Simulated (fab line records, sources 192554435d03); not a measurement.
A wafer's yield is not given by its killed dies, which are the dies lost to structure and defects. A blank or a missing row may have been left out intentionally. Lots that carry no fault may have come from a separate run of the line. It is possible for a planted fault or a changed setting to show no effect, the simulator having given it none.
A struck lot beside a sound one :: flow n5 finfet :: 16 out of 1938 route steps
Sound: the wafers L171.2, L171.3, L171.4. Struck: wafers L179.4, L179.5, L179.6. At the end, the cause is stated.
At each step with rows: each side's tool, then ch and its chambers, then its first start. Under that, the readings that differ: sound wafers :: struck wafers :: difference of the means :: sigmas: that difference in standard deviations of wafers without a fault.
alike: a reading whose means differ by less than 2 such deviations, as well as words and numbers matching on both sides. not compared: withheld readings; readings where some wafer has no value; bounds like >300 that might hide an equal value; numbers whose values overlap and for which the record gives no deviation.
A row with sigmas, a row that says differs or no value, or rows on one side alone: a step with any of these is where the two part. Numbers that have no deviation but don't overlap get no sigmas and don't part them. A reading missing from all wafers of one side parts the sides only when that side holds two or more wafers.

first, 1 step without rows for these wafers: N5_BEOL_M0_SAQP_MANDREL1_REMOVE_100 (chemistry HBr/Cl2/O2, target a-Si, stops on SiNx, bt time 10 s).
N5_BEOL_M0_SAQP_CD_MEAS_25: the cd target is 13.1 nm.
  sound on cd sem-03 ch 0, day 7 19:57; struck on cd sem-01 ch 0, day 9 23:17
  alike: cd nm
then, 3 steps without rows for these wafers: N5_BEOL_M0_SAQP_ETCH_101 (etches SiNx in CH3F/O2, target depth 29.9 nm, time 42.7 s); N5_BEOL_M0_SAQP_ETCH_102 (etches SiO2 in CF4, target depth 4 nm, time 4.4 s); N5_BEOL_M0_SAQP_MANDREL_ETCH_103 (etches a-Si in HBr/Cl2, stops on SiCN, target depth 45 nm, bt time 10 s, time 27 s).
N5_BEOL_M0_SAQP_RECESS_104: chemistry HF/NH3, target SiO2, target depth 18 nm, afs cycles 3, sublimation time 60 s.
  sound on vapor etch-02 ch 0,1, day 7 20:13; struck on vapor etch-02 ch 0,1, day 9 23:44
  alike: drypump motor current A
then, 1 step without rows for these wafers: N5_BEOL_M0_SAQP_COAT_105 (time 60 s, resist thk 100 nm).
N5_BEOL_M0_SAQP_ETCH_106: etches SOC in N2/H2, stops on SiNx, target depth 150 nm.
  sound on rie diel-02 ch 2,3, day 7 20:40; struck on rie diel-03 ch 0,2,3, day 10 00:06
  alike: drypump motor current A, oes product au, rf vpp V, showerhead plenum p Torr, throttle valve pct
  not compared: rf hours counter h
then, 1 step without rows for these wafers: N5_BEOL_M0_SAQP_ETCH_107 (etches SiNx in CH3F/O2, target depth 30 nm).
N5_BEOL_M0_SAQP_STRIP_108: strips in N2/H2.
  sound on rie diel-02 ch 2,3, day 7 20:49; struck on rie diel-03 ch 0,2,3, day 10 00:12
  alike: drypump motor current A, oes product au, rf vpp V, showerhead plenum p Torr, throttle valve pct
  not compared: rf hours counter h
N5_BEOL_M0_SAQP_RECESS_109: chemistry HF/NH3, target SiO2, target depth 3 nm, afs cycles 1, sublimation time 60 s.
  sound on vapor etch-01 ch 0,1, day 7 20:55; struck on vapor etch-01 ch 0,1, day 10 00:18
  alike: drypump motor current A
N5_BEOL_M0_SAQP_SPACER2_ALD_26: deposits SiO2, target thk 15 nm, pulse time 1 s, purge time 2 s.
  sound on ald sin-02 ch 0,2,3, day 7 21:04; struck on ald sin-04 ch 1,2,3, day 10 00:24
reading: precursor pulse height rel
sound: 1.049 1.005 1.047
struck: 0.939 1.000 0.986
difference: -0.059
sigmas: -3
  alike: heater power w
N5_BEOL_M0_SAQP_SPACER2_ETCHBACK_27: etches SiO2 in CHF3/O2, target depth 22.5 nm, time 11.25 s.
  sound on rie diel-02 ch 2,3, day 7 21:41; struck on rie diel-01 ch 1,2, day 10 00:57
  no value came back on the struck wafers for any of 8 readings (CHF3_flow_sccm (sccm), O2_flow_sccm (sccm) and others); on the sound wafers CHF3_flow_sccm (sccm) reads 49.97 50.21 50.19
reading: model.a-Si_of_BEOL_M0_SAQP_PECVD_96.thk nm (nm)
sound: 43 42.6 41.8
struck: 45.6 44.8 45.8
difference: +2.9
sigmas: 
  not compared: rf hours counter h
then, 1 step without rows for these wafers: N5_BEOL_M0_SAQP_MANDREL2_REMOVE_110 (chemistry HBr/Cl2/O2, target a-Si, stops on SiCN, bt time 10 s).
N5_BEOL_M4_RC_MEAS_101:
  the record has rows for the sound wafers here (prober-02 ch 0, day 10 08:39) and none for the struck ones
-- the record jumps here: 7 days lie between the struck wafers' starts before and after (it left off in module BEOL_M4 and takes up again in module PASSIVATION, whose first step shown is number 1936 of the route) --
N5_PASSIVATION_PROBE_49:
  sound on prober-01, day 14 23:14; struck on prober-01, day 16 19:58
reading: defect limited yield (%)
sound: 92.4 90.9 91.9
struck: 0 0 0
difference: -92
sigmas: -66

reading: killed_at_M0_to_M3
sound: 26 30 33
struck: 1111 1130 1110
difference: +1087
sigmas: +99 or more

reading: killed dies
sound: 90 107 95
struck: 1180 1180 1180
difference: +1083
sigmas: +64

reading: killed on rim
sound: 20 14 8
struck: 152 152 152
difference: +138
sigmas: +34

reading: sort_bin_5_function (%)
sound: 3.4 5.0 5.1
struck: 97.3 96.4 95.0
difference: +91.7
sigmas: +97

reading: sort n pass
sound: 1090 1073 1085
struck: 0 0 0
difference: -1083
sigmas: -64

reading: sort yield pct (%)
sound: 92.4 90.9 91.9
struck: 0 0 0
difference: -92
sigmas: -61
  alike: killed_at_M4_up, killed at contacts, killed at front end, killed at other, killed open, killed short, sort_bin_4_leakage, sort_bin_6_memory

## WHERE THEY PART
First at N5_BEOL_M0_SAQP_SPACER2_ALD_26; last, within this record, at N5_PASSIVATION_PROBE_49.

WHY: what had been put in by the simulator
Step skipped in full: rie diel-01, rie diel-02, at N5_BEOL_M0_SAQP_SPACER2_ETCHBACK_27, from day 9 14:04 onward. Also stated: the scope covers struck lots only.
